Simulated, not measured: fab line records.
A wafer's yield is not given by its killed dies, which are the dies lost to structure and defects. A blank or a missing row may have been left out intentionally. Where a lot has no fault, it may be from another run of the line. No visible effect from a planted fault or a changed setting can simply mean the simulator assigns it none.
fab line records + flow nandHarc + part 2 of 2: steps 5 to 6 of 6
[record]
- lots = 24
- wafers = 72
- lastDay = 25
route steps=1159 shown P_ZERO_WELL@29 P_GATE@150 P_M0@275
lots that met no fault: from a run of the same line without faults
startH: the number of hours between the record's first day and the start of the first shown wafer of the lot + waitH: hours elapsed since this lot's preceding step + " the same as in the row above + L1.1+2: a single row standing in for several wafers + - no value present, or no start provided + * or withheld: withheld + < > ~ a bound
route shown NAME@n: NAME is a module with steps in the file, n the number in the route of the first one + usual: mean/standard deviation taken from wafers without a fault + same: alike in all rows + chamber/n: place in a boat + sites: per-site readings + _std_site: the values' standard deviation + _edge_site: the outer-site mean with the inner-site mean subtracted + radiusMm: for every site, how far away it sits from the centre of the wafer + mask NAME#n: copy n + behind: the most recent tool/chamber to have shaped the wafer + hold: cause of the lot's hold/its duration in hours/its outcome + device: the transistor (n, p or np) that didn't switch + end of line: the route-end tests of the same wafers + a step without rows: its recipe alone + killed: the dies lost at the first sort to structure and to defects; this is not the yield of the wafer + map: dies across one wafer; x = killed, . = not, _ = none there
set.NAME: the setting that was run; set.NAME@STEP: the one run at that earlier step + model.NAME: the simulator's own value behind a step, which no gauge read
route steps across a sampled set of lots; one table per step, one row per wafer
services: the hour from which a tool's chamber was out of use, counted from the record's first day as startH (under 0 if before that day), plus the number of hours and why
[[steps]]
[step NHARC_P_GATE_DESCUM_48]
[recipe]
- timeS = 3
- o2FlowSccm = 200
- arFlowSccm = 0
- biasPowerW = 0
- chemistry = O2
[usual]
- chamberPressureMTorr = 60.00/0.053
- drypumpMotorCurrentA = 5.7/0.37
- oesProductAu = 0.994/0.01
- rfVppV = 57.7/1
- showerheadPlenumPTorr = 1.89/0.088
- throttleValvePct = 11.311/0.0088
| lot.wafer | tool       | chamber | startH | waitH | chamberPressureMTorr | drypumpMotorCurrentA | oesProductAu | rfHoursCounterH | rfVppV | showerheadPlenumPTorr | throttleValvePct |
|-----------|------------|---------|--------|-------|----------------------|----------------------|--------------|-----------------|--------|-----------------------|------------------|
| L075.2    | rieDiel-03 | 0       | 102.85 | -     | 59.97                | 5.6                  | 1.006        | 12              | 57.7   | 1.93                  | 11.306           |
| L075.3    | "          | 1       | "      | "     | 60.03                | 6.4                  | 0.991        | 6               | 58.9   | 1.80                  | 11.307           |
| L075.1    | "          | 3       | "      | "     | 59.98                | 5.3                  | 1.017        | 12              | 57.1   | 1.78                  | 11.322           |
| L074.3    | rieDiel-03 | 3       | 103.63 | -     | 59.92                | 5.2                  | 0.996        | 12              | 56.1   | 1.78                  | 11.312           |
| L074.1    | "          | 0       | "      | "     | 60.07                | 5.5                  | 0.990        | 12              | 55.7   | 1.93                  | 11.306           |
| L074.2    | "          | 1       | "      | "     | 60.02                | 6.4                  | 0.983        | 6               | 56.9   | 1.80                  | 11.310           |
| L077.3    | rieDiel-05 | 0       | 115.75 | -     | 59.99                | 6.3                  | 1.005        | 42              | 58.7   | 1.94                  | 11.306           |
| L077.1    | "          | 1       | "      | "     | 60.02                | 5.6                  | 0.995        | 47              | 57.7   | 1.85                  | 11.308           |
| L077.6    | "          | 1       | "      | "     | 60.05                | 5.6                  | 1.003        | -               | 58.3   | 1.85                  | 11.313           |
| L076.4    | rieDiel-03 | 2       | 116.34 | -     | 60.01                | 5.7                  | 1.009        | 12              | 60.8   | 2.05                  | 11.306           |
| L076.1    | "          | 0       | "      | "     | 59.90                | 5.5                  | 1.015        | 14              | 59.0   | 1.93                  | 11.309           |
| L076.6    | "          | 1       | "      | "     | 60.00                | 6.4                  | 1.005        | -               | 56.6   | 1.80                  | 11.328           |
| L078.1    | rieDiel-13 | 1       | 126.84 | -     | 59.93                | 5.8                  | 0.990        | 5               | 57.0   | 1.80                  | 11.310           |
| L078.3    | "          | 2       | "      | "     | 59.91                | 5.3                  | 1.008        | 6               | 59.0   | 2.00                  | 11.319           |
| L078.6    | "          | 0       | "      | "     | 60.03                | 5.6                  | 1.004        | -               | 60.4   | 1.93                  | 11.305           |
| L079.1    | rieDiel-13 | 0       | 127.18 | -     | 60.01                | 5.6                  | 0.993        | 6               | 57.3   | 1.93                  | 11.309           |
| L079.2    | "          | 2       | "      | "     | 60.02                | 5.3                  | 1.004        | 6               | 57.8   | 2.00                  | 11.319           |
| L079.6    | "          | 1       | "      | "     | 60.08                | 5.8                  | 0.992        | -               | 57.6   | 1.80                  | 11.313           |
| L082.1    | rieDiel-13 | 3       | 145.13 | -     | 59.97                | 6.0                  | 0.968        | 12              | 55.3   | 1.79                  | 11.319           |
| L082.3    | "          | 0       | "      | "     | 60.02                | 5.6                  | 0.987        | 11              | 56.8   | 1.93                  | 11.307           |
| L082.5    | "          | 3       | "      | "     | 59.89                | 6.1                  | 0.967        | -               | 56.4   | 1.79                  | 11.296           |
| L081.2    | rieDiel-03 | 1       | 146.26 | -     | 60.05                | 6.3                  | 0.994        | 12              | 56.8   | 1.80                  | 11.304           |
| L081.3    | "          | 2       | "      | "     | 60.08                | 5.7                  | 1.015        | 16              | 58.3   | 2.04                  | 11.290           |
| L081.4    | "          | 3       | "      | "     | 60.10                | 5.3                  | 0.998        | 19              | 56.9   | 1.78                  | 11.320           |
| L080.3    | rieDiel-03 | 2       | 146.32 | -     | 59.92                | 5.7                  | 1.006        | 16              | 57.3   | 2.04                  | 11.311           |
| L080.4    | "          | 3       | "      | "     | 59.92                | 5.3                  | 1.024        | 19              | 57.9   | 1.78                  | 11.318           |
| L080.1    | "          | 1       | "      | "     | 59.97                | 6.4                  | 0.992        | 12              | 57.6   | 1.80                  | 11.311           |
| L083.3    | rieDiel-03 | 1       | 154.19 | -     | 59.91                | 6.4                  | 0.989        | 14              | 56.5   | 1.80                  | 11.325           |
| L083.4    | "          | 2       | "      | "     | 59.99                | 5.7                  | 1.004        | 19              | 58.0   | 2.04                  | 11.310           |
| L083.1    | "          | 3       | "      | "     | 60.02                | 5.3                  | 1.004        | 21              | 57.8   | 1.78                  | 11.299           |
| L084.3    | rieDiel-13 | 0       | 165.37 | -     | 60.04                | 5.6                  | 0.986        | 18              | 58.4   | 1.93                  | 11.322           |
| L084.4    | "          | 1       | "      | "     | 60.09                | 5.8                  | 0.984        | 18              | 56.3   | 1.80                  | 11.313           |
| L084.2    | "          | 2       | "      | "     | 59.99                | 5.3                  | 1.012        | 22              | 58.5   | 1.99                  | 11.309           |
| L086.3    | rieDiel-05 | 3       | 176.99 | -     | 60.09                | 5.4                  | 0.976        | 2               | 58.1   | 1.97                  | 11.314           |
| L086.4    | "          | 2       | "      | "     | 60.01                | 5.6                  | 0.983        | 2               | 57.9   | 1.97                  | 11.313           |
| L086.6    | "          | 3       | "      | "     | 59.97                | 5.4                  | 0.978        | -               | 59.3   | 1.97                  | 11.306           |
| L085.3    | rieDiel-05 | 1       | 177.38 | -     | 60.03                | 5.6                  | 0.993        | 2               | 56.8   | 1.84                  | 11.317           |
| L085.1    | "          | 2       | "      | "     | 59.92                | 5.7                  | 0.992        | 2               | 57.0   | 1.97                  | 11.297           |
| L085.4    | "          | 3       | "      | "     | 60.05                | 5.3                  | 0.976        | 2               | 59.9   | 1.97                  | 11.304           |
| L089.3    | rieDiel-03 | 2       | 180.35 | -     | 60.08                | 5.7                  | 1.000        | 26              | 58.3   | 2.04                  | 11.310           |
| L089.5    | "          | 0       | "      | "     | 60.04                | 5.6                  | 0.986        | -               | 57.8   | 1.93                  | 11.305           |
| L089.6    | "          | 1       | "      | "     | 60.09                | 6.4                  | 0.987        | -               | 57.2   | 1.79                  | 11.315           |
| L087.4    | rieDiel-03 | 1       | 183.57 | -     | 60.05                | 6.4                  | 0.997        | 23              | 56.3   | 1.79                  | 11.299           |
| L087.6    | "          | 2       | "      | "     | 59.87                | 5.7                  | 1.002        | -               | 58.2   | 2.04                  | 11.306           |
| L087.5    | "          | 3       | "      | "     | 60.04                | 5.3                  | 1.003        | -               | 55.4   | 1.77                  | 11.301           |
| L088.2    | rieDiel-13 | 0       | 185.63 | -     | 60.12                | 5.6                  | 0.987        | 27              | 57.6   | 1.92                  | 11.317           |
| L088.4    | "          | 1       | "      | "     | 59.97                | 5.7                  | 0.968        | 27              | 58.4   | 1.79                  | 11.307           |
| L088.1    | "          | 2       | "      | "     | 59.94                | 5.3                  | 0.998        | 31              | 58.2   | 1.99                  | 11.316           |
| L090.2    | rieDiel-05 | 3       | 200.44 | -     | 59.89                | 5.3                  | 0.998        | 9               | 58.0   | 1.97                  | 11.312           |
| L090.5    | "          | 1       | "      | "     | 59.95                | 5.6                  | 1.001        | -               | 58.5   | 1.84                  | 11.329           |
| L090.6    | "          | 2       | "      | "     | 59.98                | 5.7                  | 0.992        | -               | 58.2   | 1.97                  | 11.308           |
| L091.4    | rieDiel-03 | 0       | 202.68 | -     | 60.07                | 5.5                  | 0.983        | 31              | 58.1   | 1.93                  | 11.320           |
| L091.3    | "          | 1       | "      | "     | 59.91                | 6.4                  | 0.985        | 26              | 56.8   | 1.79                  | 11.330           |
| L091.2    | "          | 2       | "      | "     | 60.00                | 5.7                  | 0.996        | 31              | 60.1   | 2.04                  | 11.310           |
| L092.2    | rieDiel-13 | 0       | 211.25 | -     | 60.02                | 5.6                  | 0.997        | 35              | 57.8   | 1.92                  | 11.313           |
| L092.6    | "          | 2       | "      | "     | 60.03                | 5.3                  | 0.996        | -               | 59.3   | 1.99                  | 11.297           |
| L092.5    | "          | 3       | "      | "     | 60.08                | 6.0                  | 0.984        | -               | 57.0   | 1.78                  | 11.315           |
| L093.2    | rieDiel-05 | 1       | 216.84 | -     | 59.99                | 5.6                  | 0.999        | 17              | 56.6   | 1.84                  | 11.316           |
| L093.3    | "          | 2       | "      | "     | 60.01                | 5.6                  | 0.996        | 15              | 59.1   | 1.97                  | 11.313           |
| L093.6    | "          | 0       | "      | "     | 59.96                | 6.3                  | 1.001        | -               | 58.7   | 1.93                  | 11.301           |
| L094.2    | rieDiel-13 | 3       | 218.71 | -     | 60.09                | 6.0                  | 0.996        | 41              | 57.3   | 1.78                  | 11.309           |
| L094.3    | "          | 0       | "      | "     | 60.03                | 5.6                  | 0.997        | 38              | 57.9   | 1.92                  | 11.314           |
| L094.5    | "          | 0       | "      | "     | 59.96                | 5.6                  | 0.993        | -               | 58.6   | 1.92                  | 11.304           |
| L095.4    | rieDiel-03 | 0       | 227.91 | -     | 60.04                | 5.5                  | 0.996        | 0               | 57.7   | 1.92                  | 11.323           |
| L095.1    | "          | 2       | "      | "     | 60.02                | 5.8                  | 0.996        | 0               | 58.3   | 2.04                  | 11.297           |
| L095.2    | "          | 3       | "      | "     | 59.98                | 5.3                  | 1.011        | 0               | 57.6   | 1.77                  | 11.314           |
| L096.4    | rieDiel-03 | 2       | 228.09 | -     | 60.01                | 5.7                  | 0.991        | 0               | 58.5   | 2.04                  | 11.303           |
| L096.5    | "          | 0       | "      | "     | 59.98                | 5.5                  | 0.987        | -               | 57.6   | 1.92                  | 11.311           |
| L096.6    | "          | 1       | "      | "     | 59.93                | 6.4                  | 1.006        | -               | 57.1   | 1.79                  | 11.308           |
| L097.2    | rieDiel-05 | 2       | 240.11 | -     | 59.96                | 5.7                  | 0.978        | 20              | 58.8   | 1.96                  | 11.306           |
| L097.1    | "          | 3       | "      | "     | 59.91                | 5.3                  | 0.982        | 22              | 58.2   | 1.97                  | 11.295           |
| L097.5    | "          | 3       | "      | "     | 59.94                | 5.3                  | 0.984        | -               | 57.9   | 1.97                  | 11.322           |
[step NHARC_P_M0_PVD_21]
[recipe]
- targetThkA = 300
- chamberPressurePa = 5
- powerW = 5000
- substrateTempC = 30
- timeS = 20.49
- material = Cu
[usual]
- cathodeDcPowerW = 5000.1/0.87
- throttleValvePct = 30.3/1
| lot.wafer | tool          | chamber | startH | waitH | cathodeDcPowerW | throttleValvePct |
|-----------|---------------|---------|--------|-------|-----------------|------------------|
| L075.2    | pvdSputter-01 | -       | -      | -     | 4999.2          | 31.0             |
| L075.1    | "             | -       | "      | "     | 5000.2          | 30.3             |
| L075.3    | "             | -       | "      | "     | 5000.0          | 32.0             |
| L074.2    | pvdSputter-03 | -       | -      | -     | 5000.5          | 31.5             |
| L074.1    | "             | -       | "      | "     | 4999.6          | 31.5             |
| L074.3    | "             | -       | "      | "     | 5000.9          | 29.3             |
| L077.1    | pvdSputter-02 | -       | -      | -     | 5000.4          | 29.8             |
| L077.3    | "             | -       | "      | "     | 5000.8          | 30.2             |
| L077.6    | "             | -       | "      | "     | 4999.0          | 29.9             |
| L076.4    | pvdSputter-01 | -       | -      | -     | 5000.1          | 30.4             |
| L076.1    | "             | -       | "      | "     | 5001.3          | 32.1             |
| L076.6    | "             | -       | "      | "     | 4999.6          | 31.7             |
| L078.1    | pvdSputter-03 | -       | -      | -     | 5001.1          | 29.3             |
| L078.3    | "             | -       | "      | "     | 5001.0          | 31.2             |
| L078.6    | "             | -       | "      | "     | 4998.8          | 29.1             |
| L079.2    | pvdSputter-01 | -       | -      | -     | 5000.6          | 30.8             |
| L079.1    | "             | -       | "      | "     | 4998.8          | 32.1             |
| L079.6    | "             | -       | "      | "     | 4999.0          | 30.9             |
| L082.1    | pvdSputter-02 | -       | -      | -     | 5000.0          | 30.2             |
| L082.3    | "             | -       | "      | "     | 5000.9          | 30.0             |
| L082.5    | "             | -       | "      | "     | 5000.7          | 28.1             |
| L081.4    | pvdSputter-02 | -       | -      | -     | 5001.8          | 30.1             |
| L081.2    | "             | -       | "      | "     | 4999.6          | 29.7             |
| L081.3    | "             | -       | "      | "     | 5000.5          | 30.4             |
| L080.3    | pvdSputter-02 | -       | -      | -     | 4999.5          | 30.3             |
| L080.4    | "             | -       | "      | "     | 5000.3          | 30.0             |
| L080.1    | "             | -       | "      | "     | 5000.8          | 30.2             |
| L083.4    | pvdSputter-01 | -       | -      | -     | 5000.4          | 32.3             |
| L083.1    | "             | -       | "      | "     | 4998.9          | 29.1             |
| L083.3    | "             | -       | "      | "     | 5001.3          | 31.2             |
| L084.2    | pvdSputter-03 | -       | -      | -     | 4999.5          | 31.1             |
| L084.3    | "             | -       | "      | "     | 4999.5          | 29.5             |
| L084.4    | "             | -       | "      | "     | 5001.0          | 31.9             |
| L086.4    | pvdSputter-03 | -       | -      | -     | 4999.4          | 30.9             |
| L086.3    | "             | -       | "      | "     | 4999.1          | 29.4             |
| L086.6    | "             | -       | "      | "     | 4999.5          | 31.6             |
| L085.4    | pvdSputter-01 | -       | -      | -     | 5000.0          | 28.9             |
| L085.1    | "             | -       | "      | "     | 4999.8          | 31.1             |
| L085.3    | "             | -       | "      | "     | 4999.3          | 32.0             |
| L089.3    | pvdSputter-01 | -       | -      | -     | 5000.6          | 32.1             |
| L089.5    | "             | -       | "      | "     | 5001.5          | 29.3             |
| L089.6    | "             | -       | "      | "     | 5001.0          | 30.9             |
| L087.4    | pvdSputter-02 | -       | -      | -     | 5000.8          | 28.4             |
| L087.6    | "             | -       | "      | "     | 4999.5          | 29.9             |
| L087.5    | "             | -       | "      | "     | 5000.2          | 30.4             |
| L088.1    | pvdSputter-01 | -       | -      | -     | 4999.2          | 32.0             |
| L088.2    | "             | -       | "      | "     | 5000.2          | 30.5             |
| L088.4    | "             | -       | "      | "     | 5000.8          | 29.1             |
| L090.2    | pvdSputter-01 | -       | -      | -     | 4999.2          | 30.3             |
| L090.5    | "             | -       | "      | "     | 4999.1          | 29.3             |
| L090.6    | "             | -       | "      | "     | 4999.2          | 31.0             |
| L091.2    | pvdSputter-01 | -       | -      | -     | 5000.6          | 30.6             |
| L091.3    | "             | -       | "      | "     | 5000.4          | 30.7             |
| L091.4    | "             | -       | "      | "     | 4998.6          | 32.0             |
| L092.2    | pvdSputter-02 | -       | -      | -     | 5000.6          | 29.8             |
| L092.6    | "             | -       | "      | "     | 4999.4          | 30.5             |
| L092.5    | "             | -       | "      | "     | 5000.4          | 29.9             |
| L093.2    | pvdSputter-01 | -       | -      | -     | 4999.9          | 29.4             |
| L093.3    | "             | -       | "      | "     | 5000.0          | 30.8             |
| L093.6    | "             | -       | "      | "     | 5000.4          | 30.6             |
| L094.2    | pvdSputter-02 | -       | -      | -     | 5000.7          | 29.7             |
| L094.3    | "             | -       | "      | "     | 5001.4          | 30.6             |
| L094.5    | "             | -       | "      | "     | 4999.8          | 29.8             |
| L095.1    | pvdSputter-03 | -       | -      | -     | 5000.6          | 29.7             |
| L095.4    | "             | -       | "      | "     | 4999.7          | 31.9             |
| L095.2    | "             | -       | "      | "     | 4998.4          | 31.1             |
| L096.4    | pvdSputter-03 | -       | -      | -     | 5000.1          | 29.2             |
| L096.5    | "             | -       | "      | "     | 5001.0          | 31.0             |
| L096.6    | "             | -       | "      | "     | 4998.6          | 29.3             |
| L097.1    | pvdSputter-01 | -       | -      | -     | 4999.1          | 29.2             |
| L097.2    | "             | -       | "      | "     | 4999.7          | 31.0             |
| L097.5    | "             | -       | "      | "     | 5001.8          | 29.2             |
[[services]]
| tool          | chamber | startH | hours | kind   |
|---------------|---------|--------|-------|--------|
| rieDiel-01    | -       | -5.59  | 0.3   | repair |
| rieDiel-05    | 0       | -4.87  | 10.1  | repair |
| rieDiel-13    | 1       | 9.61   | 8.9   | repair |
| rieDiel-03    | -       | 38.30  | 9.0   | pm     |
| rieDiel-03    | 1       | 60.08  | 30.4  | repair |
| rieDiel-03    | 2       | 66.80  | 5.8   | repair |
| pvdSputter-01 | -       | 66.82  | 4.5   | repair |
| pvdSputter-01 | -       | 86.05  | 5.4   | repair |
| rieDiel-13    | -       | 99.17  | 9.0   | pm     |
| rieDiel-13    | 1       | 113.80 | 4.9   | repair |
| pvdSputter-01 | -       | 115.81 | 1.2   | repair |
| rieDiel-03    | 2       | 130.39 | 2.0   | repair |
| rieDiel-05    | 2       | 134.26 | 2.8   | repair |
| rieDiel-05    | 2       | 142.12 | 15.8  | repair |
| rieDiel-05    | -       | 149.34 | 1.9   | repair |
| pvdSputter-01 | -       | 158.00 | 10.0  | pm     |
| rieDiel-05    | -       | 163.61 | 9.0   | pm     |
| rieDiel-13    | 3       | 205.91 | 4.2   | repair |
| rieDiel-13    | 1       | 206.20 | 2.9   | repair |
| rieDiel-05    | 3       | 215.20 | 4.7   | repair |
| rieDiel-03    | -       | 215.30 | 9.0   | pm     |
| pvdSputter-01 | -       | 217.17 | 1.9   | repair |
| pvdSputter-01 | -       | 227.25 | 0.9   | repair |
| rieDiel-05    | 3       | 249.08 | 2.5   | repair |
